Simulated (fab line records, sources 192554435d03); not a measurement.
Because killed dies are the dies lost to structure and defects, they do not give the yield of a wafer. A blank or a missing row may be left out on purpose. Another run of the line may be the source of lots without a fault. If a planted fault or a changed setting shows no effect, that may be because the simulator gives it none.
fab line records    flow n5_finfet
[record] lots = 6  wafers = 18  last_day = 18
route steps=1938 shown WELL_APT@50 PMOS_HMC_CHANNEL_EPI@57 BEOL_M4@1111 PASSIVATION@1936
lots with no fault: from the same line, run without faults
start_h: the number of hours between the record's first day and the start of the first shown wafer of the lot    wait_h: how many hours have passed since the lot's step before this one    " same as the row above    L1.1+2: several wafers, shown together as one row    - no value present, or no start provided    * or withheld: withheld    < > ~ a bound
route shown NAME@n: names a module that has steps shown in the file, with the first one's number in the route    usual: average and standard deviation across the fault-free wafers    same: alike in all rows    chamber/n: place in a boat    sites: each site's reading    _std_site: standard deviation of those values    _edge_site: outer sites' mean less inner sites'    radius_mm: for every site, how far away it sits from the centre of the wafer    mask NAME#n: copy n    behind: tool/chamber where the wafer was last shaped    hold: why the lot went on hold/how many hours it stayed there/how the hold came to an end    device: transistor that didn't switch, given as n, p or np    end of line: the same wafers' tests at the end of the route    a step with no rows: only its recipe    killed: dies lost to structure and defects at the first sort, not the wafer's yield    map: dies across one wafer; x = killed, . = not, _ = none there
set.NAME: the setting the step ran with; set.NAME@STEP: the setting that earlier step ran with    model.NAME: the simulator's own value behind a step, which no gauge read
lots at some steps of the route; a table a step, a row a wafer
services: a tool's chamber out of use, with start hour (start_h, from the record's first day; less than 0 if before it), hours out, and reason
[[steps]]
[step N5_WELL_APT_RTA_34]
[recipe] temp_c = 1000  time_s = 10  ambient = N2  idle_temp_c = 600  ramp_up_c_per_s = 150  ramp_down_c_per_s = 60  cool_to_c = 600
[usual] lamp_power_pct = 13.01/0.057  wafer_temp_C_max = 1003.6/1.2
lot.wafer  tool           chamber  start_h  wait_h  lamp_power_pct  wafer_temp_C_max
L954.1     rtp_anneal-01  0        33.80    0.0     12.95           1006.3
L954.2     "              0        "        "       12.99           1004.5
L954.5     "              0        "        "       13.09           1002.5
L956.1     rtp_anneal-01  0        46.17    0.1     13.01           1004.1
L956.2     "              0        "        "       12.98           1001.9
L956.5     "              0        "        "       13.05           1006.4
L957.2     rtp_anneal-01  0        52.44    0.0     12.97           1003.6
L957.3     "              0        "        "       13.02           1004.6
L957.5     "              0        "        "       12.92           1003.2
L964.3     rtp_anneal-02  0        94.31    0.1     12.93           1002.6
L964.4     "              0        "        "       13.11           1001.7
L964.5     "              0        "        "       13.01           1001.2
L970.4     rtp_anneal-02  0        130.10   0.4     13.01           1005.3
L970.5     "              0        "        "       13.01           1001.8
L970.6     "              0        "        "       12.98           1003.1
L974.1     rtp_anneal-01  0        153.82   0.0     13.03           1003.4
L974.2     "              0        "        "       12.96           1003.3
L974.3     "              0        "        "       13.05           1001.9
[step N5_WELL_APT_OXIDE_STRIP_42]
[recipe] chemistry = dHF  dilution = 25:1  time_s = 45  temp_c = 25  target = SiO2  target_depth_a = 120
[step N5_WELL_APT_PRECLEAN_36]
[recipe] chemistry = O3/DIW  time_s = 45  temp_c = 22  o3_ppm = 10
[step N5_WELL_APT_PRECLEAN_39]
[recipe] chemistry = dHF  time_s = 60  dilution = 150:1  temp_c = 25
[step N5_WELL_APT_SRD_37]
[recipe] dry = ipa_marangoni  do_ppb = 5  time_s = 30  temp_c = 23  rinse_liquid = diw
[step N5_WELL_APT_EPI_41]
[recipe] material = Si  target_thk_a = 500  temp_c = 650  precursor = SiH4/H2  pressure_torr = 20  time_s = 297.7
[usual] chamber_pressure_Torr = 19.99/0.046  throttle_valve_pct = 11.36/0.25
lot.wafer  tool          chamber  start_h  wait_h  chamber_pressure_Torr  throttle_valve_pct
L954.1     epi_rpcvd-03  0        34.04    0.0     19.99                  11.46
L954.2     "             0        "        "       19.97                  11.94
L954.5     "             0        "        "       19.99                  11.60
L956.1     epi_rpcvd-04  0        46.42    0.0     19.92                  10.91
L956.2     "             0        "        "       19.91                  11.36
L956.5     "             0        "        "       19.92                  11.09
L957.2     epi_rpcvd-02  0        52.76    0.1     20.08                  11.40
L957.3     "             0        "        "       20.00                  11.42
L957.5     "             0        "        "       19.99                  11.18
L964.3     epi_rpcvd-04  0        94.71    0.2     20.03                  10.90
L964.4     "             0        "        "       19.93                  11.06
L964.5     "             0        "        "       19.98                  11.29
L970.4     epi_rpcvd-02  0        130.58   0.3     20.03                  11.33
L970.5     "             0        "        "       20.00                  11.24
L970.6     "             0        "        "       19.99                  11.43
L974.1     epi_rpcvd-02  0        154.06   0.0     20.06                  11.32
L974.2     "             0        "        "       19.98                  11.31
L974.3     "             0        "        "       20.00                  11.32
[step N5_WELL_APT_INSPECT_38]
[recipe] inspect_instrument = darkfield  mode = post_epi
[usual] raw_defect_count = 13/4.7
lot.wafer  tool               chamber  start_h  wait_h  raw_defect_count
L954.1     defect_inspect-02  -        34.88    0.7     9
L954.2     "                  -        "        "       14
L954.5     "                  -        "        "       15
L956.1     defect_inspect-01  -        47.06    0.5     20
L956.2     "                  -        "        "       18
L956.5     "                  -        "        "       13
L957.2     defect_inspect-02  -        53.30    0.4     13
L957.3     "                  -        "        "       12
L957.5     "                  -        "        "       10
L964.3     defect_inspect-01  -        95.14    0.3     7
L964.4     "                  -        "        "       10
L964.5     "                  -        "        "       18
L970.4     defect_inspect-01  -        130.92   0.2     14
L970.5     "                  -        "        "       12
L970.6     "                  -        "        "       17
L974.1     defect_inspect-01  -        154.71   0.6     13
L974.2     "                  -        "        "       8
L974.3     "                  -        "        "       8
[step N5_PMOS_HMC_CHANNEL_EPI_HM_DEP_34]
[recipe] material = SiO2  target_thk_a = 360  temp_c = 400  precursor = TEOS/O2  pressure_torr = 6.5  rf_w = 900  teos_flow_sccm = 161.4  gas = O2  flow_sccm = 2650  time_s = 6.9
[usual] chamber_pressure_Torr = 6.499/0.014  heater_power_w = 551/100  rf_fwd_power_W = 888/5.1  showerhead_plenum_p_Torr = 8.36/0.041  throttle_valve_pct = 18.8/0.79
lot.wafer  tool      chamber  start_h  wait_h  chamber_pressure_Torr  heater_power_w  rf_fwd_power_W  showerhead_plenum_p_Torr  throttle_valve_pct
L954.1     pecvd-01  2        34.91    0.0     6.507                  584             890             8.36                      18.9
L954.2     "         1        "        "       6.514                  488             894             8.39                      20.1
L954.5     "         2        "        "       6.522                  585             888             8.38                      18.6
L956.1     pecvd-02  0        47.10    0.0     6.492                  675             890             8.34                      19.7
L956.2     "         2        "        "       6.524                  697             896             8.34                      17.8
L956.5     "         2        "        "       6.493                  705             894             8.33                      18.0
L957.2     pecvd-03  2        53.34    0.0     6.494                  464             883             8.35                      18.2
L957.3     "         0        "        "       6.492                  587             881             8.41                      18.2
L957.5     "         1        "        "       6.505                  377             879             8.29                      19.6
L964.3     pecvd-03  1        95.19    0.0     6.499                  506             881             8.30                      19.6
L964.4     "         2        "        "       6.493                  373             888             8.38                      17.7
L964.5     "         2        "        "       6.489                  378             890             8.34                      18.0
L970.4     pecvd-02  1        130.97   0.0     6.508                  548             884             8.41                      18.5
L970.5     "         0        "        "       6.512                  668             892             8.35                      20.1
L970.6     "         2        "        "       6.503                  746             895             8.33                      18.1
L974.1     pecvd-01  0        154.76   0.0     6.501                  482             893             8.32                      18.2
L974.2     "         2        "        "       6.523                  677             886             8.38                      19.0
L974.3     "         2        "        "       6.490                  674             888             8.39                      18.9
[step N5_PMOS_HMC_CHANNEL_EPI_COAT_31]
[recipe] resist = BARC  temp_c = 205  time_s = 60  spin_rpm = 1500  resist_thk_nm = 66
[step N5_PMOS_HMC_CHANNEL_EPI_COAT_03]
[recipe] resist = CAR-ArF-block  spin_rpm = 1500  resist_thk_nm = 205
[step N5_PMOS_HMC_CHANNEL_EPI_EBR_05]
[recipe] solvent = PGMEA  ebr_width_mm = 1.5
[step N5_PMOS_HMC_CHANNEL_EPI_SOFTBAKE_04]
[recipe] temp_c = 110  time_s = 60  resist = CAR-ArF-block
[step N5_PMOS_HMC_CHANNEL_EPI_EXPOSE_06]
[recipe] mask_id = PMOS_HMC_BLK  na = 1.35  source_shape = conventional  sigma_outer = 0.8  polarization = unpolarized  target_cd_nm = 240  dose_mj = 41
[same] sigma_outer = 0.8
lot.wafer   tool             chamber  start_h  wait_h  mask            model.PMOS_HMC_CHANNEL_EPI.overlay_x_nm
L954.1+2+5  arfi_scanner-02  0        35.19    -       PMOS_HMC_BLK#0  -0.1692
L956.1+2+5  arfi_scanner-02  0        47.39    -       PMOS_HMC_BLK#0  64.69
L957.2+3+5  arfi_scanner-02  0        53.50    -       PMOS_HMC_BLK#0  66.07
L964.3+4+5  arfi_scanner-03  0        95.36    -       PMOS_HMC_BLK#0  0.212
L970.4+5+6  arfi_scanner-01  0        131.25   -       PMOS_HMC_BLK#0  -0.5067
L974.1+2+3  arfi_scanner-01  0        155.05   -       PMOS_HMC_BLK#0  0.6063
[step N5_PMOS_HMC_CHANNEL_EPI_PEB_07]
[recipe] peb_temp_c = 110  peb_time_s = 60  resist = CAR-ArF-block
[step N5_PMOS_HMC_CHANNEL_EPI_DEVELOP_08]
[recipe] develop_time_s = 30  developer = TMAH  resist = CAR-ArF-block  dev_temp_c = 23  rinse_liquid = diw  dry = air_spin
[step N5_PMOS_HMC_CHANNEL_EPI_CD_MEAS_09]
[recipe] target_cd_nm = 237.4  landing_energy_ev = 500  detector = se_inlens
[usual] cd_nm = 237.8/0.87
lot.wafer  tool       chamber  start_h  wait_h  cd_nm
L954.1     cd_sem-03  0        35.32    -       237.7
L954.2     "          0        "        "       235.8
L954.5     "          0        "        "       237.8
L956.1     cd_sem-02  0        47.52    -       238.1
L956.2     "          0        "        "       236.3
L956.5     "          0        "        "       237.4
L957.2     cd_sem-01  0        53.62    -       236.6
L957.3     "          0        "        "       235.8
L957.5     "          0        "        "       236.3
L964.3     cd_sem-03  0        95.47    -       237.5
L964.4     "          0        "        "       238.3
L964.5     "          0        "        "       238.0
L970.4     cd_sem-03  0        131.36   -       235.2
L970.5     "          0        "        "       237.1
L970.6     "          0        "        "       236.6
L974.1     cd_sem-03  0        155.18   -       237.0
L974.2     "          0        "        "       236.6
L974.3     "          0        "        "       236.9
[step N5_PMOS_HMC_CHANNEL_EPI_OVL_MEAS_10]
[recipe] points_per_wafer = 44
[usual] PMOS_HMC_BLK_OVL = 0.0/0.82
lot.wafer  tool        chamber  start_h  wait_h  PMOS_HMC_BLK_OVL[nm]
L954.1     overlay-02  0        35.35    0.0     0.0
L954.2     "           0        "        "       -0.1
L954.5     "           0        "        "       1.0
L956.1     overlay-01  0        47.55    0.0     69.7
L956.2     "           0        "        "       71.2
L956.5     "           0        "        "       70.4
L957.2     overlay-01  0        53.65    0.0     75.5
L957.3     "           0        "        "       72.8
L957.5     "           0        "        "       72.8
L964.3     overlay-02  0        95.50    0.0     0.5
L964.4     "           0        "        "       -0.2
L964.5     "           0        "        "       0.1
L970.4     overlay-02  0        131.39   0.0     0.1
L970.5     "           0        "        "       -0.3
L970.6     "           0        "        "       -0.7
L974.1     overlay-01  0        155.21   0.0     1.1
L974.2     "           0        "        "       0.1
L974.3     "           0        "        "       1.8
[step N5_PMOS_HMC_CHANNEL_EPI_INSPECT_11]
[recipe] mode = adi  inspect_instrument = macro
[usual] raw_defect_count = 2.0/1.5
lot.wafer  tool               chamber  start_h  wait_h  raw_defect_count
L954.1     defect_inspect-01  -        35.37    0.0     4
L954.2     "                  -        "        "       5
L954.5     "                  -        "        "       5
L956.1     defect_inspect-01  -        47.57    0.0     1
L956.2     "                  -        "        "       3
L956.5     "                  -        "        "       0
L957.2     defect_inspect-01  -        53.67    0.0     2
L957.3     "                  -        "        "       3
L957.5     "                  -        "        "       3
L964.3     defect_inspect-02  -        95.53    0.0     2
L964.4     "                  -        "        "       1
L964.5     "                  -        "        "       2
L970.4     defect_inspect-01  -        131.42   0.0     2
L970.5     "                  -        "        "       4
L970.6     "                  -        "        "       6
L974.1     defect_inspect-01  -        155.23   0.0     1
L974.2     "                  -        "        "       3
L974.3     "                  -        "        "       1
[step N5_BEOL_M4_RC_MEAS_101]
[usual] DIBL_N = 36.9/1.7  DIBL_P = 36.7/2.1  IOFF_N = 0.17/0.032  IOFF_P = 0.22/0.036  ION_N = 674/12  ION_P = 461/7  SS_N = 71.7/0.6  SS_P = 73.4/0.67  VT_N = 249/3.1  VT_P = -250/3.2
lot.wafer  tool       chamber  start_h  wait_h  DIBL_N[mV/V]  DIBL_P[mV/V]  IOFF_N[nA/um]  IOFF_P[nA/um]  ION_N[uA/um]  ION_P[uA/um]  SS_N[mV/dec]  SS_P[mV/dec]  VT_N[mV]  VT_P[mV]
L954.1     prober-02  0        181.90   0.0     31.7          30.0          0.10           0.14           645           445           70.4          72.0          257       -256
L954.2     "          0        "        "       36.6          36.0          0.17           0.21           668           455           71.1          73.4          253       -252
L954.5     "          0        "        "       37.1          37.4          0.20           0.23           686           464           71.0          73.0          247       -249
L957.2     prober-01  0        197.12   0.2     39.2          40.7          0.25           0.24           700           465           73.1          74.6          244       -252
L957.3     "          0        "        "       36.3          36.8          0.16           0.19           663           442           71.9          73.2          252       -255
L957.5     "          0        "        "       40.2          41.3          0.27           0.26           700           462           72.8          74.4          243       -250
L956.1     prober-02  0        197.33   0.1     38.2          39.5          0.20           0.25           685           468           72.1          73.7          247       -248
L956.2     "          0        "        "       37.2          39.1          0.19           0.25           676           469           71.7          74.4          248       -249
L956.5     "          0        "        "       37.9          39.8          0.20           0.25           681           462           72.0          73.5          246       -248
L964.3     prober-02  0        249.97   0.3     36.7          36.2          0.15           0.17           676           454           71.7          72.7          249       -254
L964.4     "          0        "        "       37.2          37.6          0.16           0.19           674           452           72.1          74.0          248       -253
L964.5     "          0        "        "       37.8          38.5          0.19           0.21           682           456           71.6          73.5          246       -252
L970.4     prober-01  0        286.39   0.5     35.7          35.6          0.16           0.24           680           468           71.9          72.9          247       -246
L970.5     "          0        "        "       33.9          33.3          0.12           0.19           660           460           71.3          72.2          254       -249
L970.6     "          0        "        "       37.7          38.0          0.19           0.28           698           472           72.2          73.4          245       -242
L974.1     prober-01  0        311.87   0.0     38.3          38.6          0.16           0.23           664           460           71.9          73.7          253       -250
L974.2     "          0        "        "       39.1          38.7          0.19           0.25           687           477           72.6          73.6          248       -248
L974.3     "          0        "        "       38.0          37.7          0.15           0.22           659           457           71.8          73.3          252       -251
[step N5_PASSIVATION_PROBE_49]
[usual] defect_limited_yield = 91.7/1.5  killed_at_M0_to_M3 = 32/9.6  killed_at_M4_up = 13/5.3  killed_at_contacts = 12/6.8  killed_at_front_end = 36/9.8  killed_at_other = 4/3.1  killed_dies = 98/17  killed_open = 65/13  killed_short = 32/8.5  sort_bin_4_leakage = 0.00/0.007  sort_bin_5_function = 4.9/0.93  sort_bin_6_memory = 3.2/0.67  sort_bin_8_speed = 0.00/0.02  sort_n_pass = 1082/17  sort_yield_pct = 91.7/1.4
[same] gross_dies = 1180  killed_at_back_side = 0
lot.wafer  tool       chamber  start_h  wait_h  defect_limited_yield[%]  killed_at_M0_to_M3  killed_at_M4_up  killed_at_contacts  killed_at_front_end  killed_at_other  killed_dies  killed_open  killed_short  sort_bin_4_leakage[%]  sort_bin_5_function[%]  sort_bin_6_memory[%]  sort_bin_8_speed[%]  sort_n_pass  sort_yield_pct[%]
L964.3     prober-02  -        351.48   0.1     90.5                     45                  18               4                   42                   3                112          69           42            0                      6.0                     2.9                   0                    1068         90.5
L964.5     prober-02  -        351.58   0.2     90.0                     43                  22               6                   39                   8                118          75           41            0                      5.7                     3.8                   0                    1062         90.0
// killed by level:class
L964.3 BEOL_M0_SAQP:geometric_particle:open=15 BEOL_M0_SAQP:geometric_particle:short=13 STI_FIN_REVEAL:geometric_particle:open=12 FIN_SAQP:geometric_particle:short=10 FIN_SAQP:geometric_particle:open=6 BEOL_M1:geometric_particle:open=6 BEOL_M4:geometric_particle:open=6 BEOL_M8:geometric_particle:open=6
L964.5 STI_FIN_REVEAL:geometric_particle:open=15 BEOL_M0_SAQP:geometric_particle:short=10 BEOL_M4:geometric_particle:open=8 BEOL_M2:geometric_particle:open=6 BEOL_M0_SAQP:geometric_particle:open=6 BEOL_M1:geometric_particle:open=6 BEOL_M3:geometric_particle:open=6 FIN_SAQP:geometric_particle:short=5
[[services]]
tool             chamber  start_h  hours  kind
arfi_scanner-02  0        15.14    -      calibration
epi_rpcvd-03     -        23.78    0.7    repair
pecvd-03         -        32.63    1.0    repair
arfi_scanner-01  -        39.27    1.0    pm
epi_rpcvd-02     -        40.65    2.8    pm
arfi_scanner-01  -        45.66    6.6    repair
arfi_scanner-03  -        48.20    1.0    pm
arfi_scanner-01  0        55.53    -      calibration
arfi_scanner-02  -        58.30    1.0    pm
arfi_scanner-01  -        59.06    1.3    pm
arfi_scanner-03  -        64.63    0.8    pm
arfi_scanner-02  -        76.17    2.3    repair
arfi_scanner-01  -        92.74    1.0    pm
arfi_scanner-02  -        93.21    1.3    pm
pecvd-03         0        93.93    3.9    repair
epi_rpcvd-02     -        106.06   0.9    repair
arfi_scanner-01  -        107.38   1.8    repair
arfi_scanner-01  -        125.03   3.9    pm
arfi_scanner-03  -        125.31   4.9    pm
arfi_scanner-02  -        131.34   1.0    pm
arfi_scanner-03  -        142.53   1.0    pm
arfi_scanner-01  -        146.16   4.9    pm
arfi_scanner-02  -        147.07   0.8    pm
pecvd-01         1        151.00   6.7    repair
[[key]]
[first_sign] step = N5_PMOS_HMC_CHANNEL_EPI_OVL_MEAS_10  reading = PMOS_HMC_BLK_OVL  direction = up  sigmas = 87  usual = 0.0  struck = 72.1
effect none on later readings
[model_effect] step = N5_PMOS_HMC_CHANNEL_EPI_EXPOSE_06  value = PMOS_HMC_CHANNEL_EPI.overlay_x_nm  without = -0.5509  struck = 65.38
met_at N5_PMOS_HMC_CHANNEL_EPI_EXPOSE_06
struck_wafers L956.1,L956.2,L956.5,L957.2,L957.3,L957.5
rows_end L956.1,L956.2,L956.5
onset_between 35.19 47.39
[fault] kind = scanner_matching_overlay  tool = arfi_scanner-02  chamber = -  onset_h = 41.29  steps = N5_PMOS_HMC_CHANNEL_EPI_EXPOSE_06  offset = 65.932
// rows_end: these wafers met a further fault down the route, and their rows from its step on are left out
